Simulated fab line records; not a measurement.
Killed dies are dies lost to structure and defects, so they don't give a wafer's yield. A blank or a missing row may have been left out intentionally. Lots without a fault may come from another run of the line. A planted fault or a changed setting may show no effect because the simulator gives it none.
Split-lot study | flow n5-finfet | route with 1938 steps; 7 lots, 21 wafers read

ABOUT THE SPLIT
At N5_MOL_CONTACT_COAG_EXPOSE_05 (exposes mask CA, defocus 0 nm), the setting dose-mj was moved away from the recipe's 38.25 on 7 of the 21 wafers read, by -4.3% to +7.5%. For the rest of the wafers, this setting stayed at what the recipe calls for.

FROM THE SPLIT TO THE READING: what the file shows between them, 14 steps
- N5_MOL_CONTACT_COAG_PEB_06: peb time 60 s
- N5_MOL_CONTACT_COAG_DEVELOP_07: develop time 30 s
- N5_MOL_CONTACT_COAG_CD_MEAS_08: target cd 28 nm
- N5_MOL_CONTACT_COAG_DESCUM_13: chemistry O2, time 7 s
- N5_MOL_CONTACT_COAG_ETCH_59: etches underlayer in N2/H2, target depth 13 nm, time 10.4 s
- N5_MOL_CONTACT_COAG_ETCH_105: etches SiARC in CF4, target depth 15.6 nm, time 26 s
- N5_MOL_CONTACT_COAG_ETCH_106: etches SOC in N2/H2, target depth 80 nm, overetch 16 nm, time 120 s
- N5_MOL_CONTACT_COAG_STRIP_107: strips in N2/H2
- N5_MOL_CONTACT_COAG_STRIP_108: strips in N2/H2
- N5_MOL_CONTACT_COAG_CONTACT_ETCH_14: etches SiO2 in C4F6/O2, target depth 27.5 nm, overetch 8.5 nm, time 20 s
- N5_MOL_CONTACT_COAG_STRIP_109: strips in C4F6/O2
- N5_MOL_CONTACT_COAG_ETCH_15: etches SiNx in CH3F/O2, stops on Si:P, target depth 7 nm
- N5_MOL_CONTACT_COAG_ETCH_110: etches Si in CF4/O2, target depth 2.5 nm, time 8 s
- N5_MOL_CONTACT_COAG_STRIP_98: strips in N2/H2

THE READING
cd-nm at N5_MOL_CONTACT_COAG_CD_MEAS_99, given in nm (cd target 17.2 nm). Fault-free wafers of this fab line usually give 17.2 nm, standard deviation 0.41 nm.

wafer  | tool, chamber at the split | dose-mj as run | against the recipe | cd-nm, nm | against lot-mates on the recipe
L078.1 | euv-scanner-02, 0          | 41.12          | +7.5%              | 18.3      | +1.1
L078.2 | euv-scanner-02, 0          | 38.25          | recipe             | 17.0      | -
L078.3 | euv-scanner-02, 0          | 38.25          | recipe             | 17.4      | -
L081.1 | euv-scanner-01, 0          | 38.25          | recipe             | 17.6      | -
L081.3 | euv-scanner-01, 0          | 38.25          | recipe             | 17.6      | -
L081.6 | euv-scanner-01, 0          | 38.25          | recipe             | 17.4      | -
L089.3 | euv-scanner-01, 0          | 38.25          | recipe             | 17.3      | -
L089.5 | euv-scanner-01, 0          | 38.25          | recipe             | 17.1      | -
L089.6 | euv-scanner-01, 0          | 38.25          | recipe             | 17.3      | -
L090.1 | euv-scanner-01, 0          | 38.25          | recipe             | 17.4      | -
L090.5 | euv-scanner-01, 0          | 38.25          | recipe             | 17.2      | -
L090.6 | euv-scanner-01, 0          | 38.25          | recipe             | 17.3      | -
L094.1 | euv-scanner-01, 0          | 36.61          | -4.3%              | 16.0      | -0.8
L094.2 | euv-scanner-01, 0          | 36.61          | -4.3%              | 16.1      | -0.7
L094.5 | euv-scanner-01, 0          | 38.25          | recipe             | 16.8      | -
L096.1 | euv-scanner-01, 0          | 39.54          | +3.4%              | 17.5      | +0.4
L096.2 | euv-scanner-01, 0          | 39.54          | +3.4%              | 17.6      | +0.5
L096.4 | euv-scanner-01, 0          | 38.25          | recipe             | 17.1      | -
L097.1 | euv-scanner-02, 0          | 40.21          | +5.1%              | 17.9      | +0.8
L097.2 | euv-scanner-02, 0          | 38.25          | recipe             | 17.1      | -
L097.3 | euv-scanner-02, 0          | 40.21          | +5.1%              | 17.8      | +0.7

FIT RESULTS
A straight line over all 21 wafers: cd-nm changes by +0.166 nm for each +1% of dose-mj; r = +0.88; the points scatter about the line by 0.26 nm.
The same after taking each lot's own level away (the mean of its wafers on the recipe; 21 wafers): +0.153 nm for each +1%; r = +0.97; scatter 0.1 nm.
On that fit, the largest move of dose-mj shifts the reading by 1.1 nm.
Measured against the standard deviation above, the lots' own levels, which go from 16.80 to 17.53 nm, span 1.8 times it.
So the lot-to-lot level changes the slope little: the two slopes agree.
Check: for one of the wafers moved furthest among these (+7.5%), held out of the fit, the line's prediction against its lot-mates is +1.14 nm. It came out at +1.1 nm against them.

OTHER SPLITS APPLIED TO THESE WAFERS
Other splits were also applied to these wafers ahead of the reading. Each is held against what the fit with the lots' levels taken away leaves over:
other split on the same wafers       | wafers away from the commonest value | r with cd-nm (lot level and that fit taken away)
N5_SDB_COAT_05 spin-rpm              | 2                                    | -0.21
N5_HKMG_FIN_PEB_10 peb-time-s        | 8                                    | -0.39
N5_GATE_CUT_COAT_34 spin-rpm         | 5                                    | +0.32
N5_MOL_CONTACT_COAG_COAT_02 spin-rpm | 8                                    | -0.09

THE WHOLE CHAIN: every reading that the file lists as answering this split, in the file's order
step                                | what it does                                                             | reading                                                                        | change (the file's fit)               | r (the file's)
N5_MOL_CONTACT_COAG_CD_MEAS_08      | target cd 28 nm                                                          | cd-nm                                                                          | +0.172 nm for each +1% of the setting | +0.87
N5_MOL_CONTACT_COAG_ETCH_59         | etches underlayer in N2/H2, target depth 13 nm, time 10.4 s              | MOL_CONTACT_COAG.cd-offset-nm (the simulator's own value, which no gauge read) | +0.208 nm for each +1% of the setting | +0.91
N5_MOL_CONTACT_COAG_ETCH_105        | etches SiARC in CF4, target depth 15.6 nm, time 26 s                     | MOL_CONTACT_COAG.cd-offset-nm (the simulator's own value, which no gauge read) | +0.187 nm for each +1% of the setting | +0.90
N5_MOL_CONTACT_COAG_CONTACT_ETCH_14 | etches SiO2 in C4F6/O2, target depth 27.5 nm, overetch 8.5 nm, time 20 s | MOL_CONTACT_COAG.cd-offset-nm (the simulator's own value, which no gauge read) | +0.197 nm for each +1% of the setting | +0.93
N5_MOL_CONTACT_COAG_ETCH_15         | etches SiNx in CH3F/O2, stops on Si:P, target depth 7 nm                 | MOL_CONTACT_COAG.cd-offset-nm (the simulator's own value, which no gauge read) | +0.179 nm for each +1% of the setting | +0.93
N5_MOL_CONTACT_COAG_CD_MEAS_99      | target cd 17.2 nm                                                        | cd-nm                                                                          | +0.151 nm for each +1% of the setting | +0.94

FILE'S OWN FIT
cd-nm changes by +0.151 nm for each +1% of dose-mj, r = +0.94.
